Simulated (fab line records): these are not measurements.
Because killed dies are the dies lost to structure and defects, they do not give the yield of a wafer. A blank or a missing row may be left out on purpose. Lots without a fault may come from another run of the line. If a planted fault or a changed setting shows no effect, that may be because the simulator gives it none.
Matching of chambers || flow n5Finfet || N5_BEOL_M10_CURE_71 on uvCure-03: 3 sister chambers
The step cures SiCOH lowk, time 240 s. 6 wafers are shown with their chamber, then 9 later ones without.

== WAFERS PAIRED WITH THEIR CHAMBERS ==
{"wafer": "L083.4", "chamber": 1, "wafer_temp_C_max": 387.5, "lampPowerPct (%)": 52.29}
{"wafer": "L083.5", "chamber": 1, "wafer_temp_C_max": 386.9, "lampPowerPct (%)": 52.27}
{"wafer": "L084.3", "chamber": 0, "wafer_temp_C_max": 386.1, "lampPowerPct (%)": 52.25}
{"wafer": "L084.6", "chamber": 0, "wafer_temp_C_max": 386.1, "lampPowerPct (%)": 52.31}
{"wafer": "L092.2", "chamber": 2, "wafer_temp_C_max": 387.4, "lampPowerPct (%)": 52.30}
{"wafer": "L092.4", "chamber": 2, "wafer_temp_C_max": 386.8, "lampPowerPct (%)": 52.38}

== WAFERS WHOSE CHAMBER IS MISSING ==
{"wafer": "L095.2", "wafer_temp_C_max": 388.7, "lampPowerPct (%)": 52.29}
{"wafer": "L095.5", "wafer_temp_C_max": 387.4, "lampPowerPct (%)": 52.26}
{"wafer": "L095.6", "wafer_temp_C_max": 388.5, "lampPowerPct (%)": 52.31}
{"wafer": "L096.4", "wafer_temp_C_max": 387.2, "lampPowerPct (%)": 52.33}
{"wafer": "L096.5", "wafer_temp_C_max": 387.5, "lampPowerPct (%)": 52.27}
{"wafer": "L096.6", "wafer_temp_C_max": 386.9, "lampPowerPct (%)": 52.33}
{"wafer": "L097.2", "wafer_temp_C_max": 386.0, "lampPowerPct (%)": 52.35}
{"wafer": "L097.4", "wafer_temp_C_max": 385.8, "lampPowerPct (%)": 52.40}
{"wafer": "L097.6", "wafer_temp_C_max": 385.9, "lampPowerPct (%)": 52.43}

== WHICH CHAMBER EACH ONE RAN IN ==
{"wafer": "L095.2", "from the rows above": "can't be placed: 1 or 2", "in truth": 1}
{"wafer": "L095.5", "from the rows above": "can't be placed: 1 or 2", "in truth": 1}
{"wafer": "L095.6", "from the rows above": "can't be placed: 1 or 2", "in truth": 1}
{"wafer": "L096.4", "from the rows above": "can't be placed: 2 or 1", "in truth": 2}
{"wafer": "L096.5", "from the rows above": "can't be placed: 1 or 2", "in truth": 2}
{"wafer": "L096.6", "from the rows above": "can't be placed: 2 or 1 or 0", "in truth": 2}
{"wafer": "L097.2", "from the rows above": "can't be placed: 0 or 2", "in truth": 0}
{"wafer": "L097.4", "from the rows above": "can't be placed: 0 or 2 or 1", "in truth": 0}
{"wafer": "L097.6", "from the rows above": "can't be placed: 0 or 2 or 1", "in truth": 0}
Correctly placed: 0 of 9. Cannot be placed on the basis of these rows: 9; the candidates contain the true chamber in 9. Wrongly placed: 0.
How it was worked out, from the rows above alone: a wafer's distance from a chamber is the root of the sum, over the readings, of the square of ((its reading less the chamber's mean) divided by the reading's scatter). If the next closest chamber is less than 2 further off than the closest, the wafer can't be placed; otherwise it belongs to the closest. Each chamber's mean is taken over the wafers shown for it. The scatter is the square root of a quotient: the sum, over the shown wafers, of each reading's squared deviation from its chamber's mean, divided by wafers minus chambers.
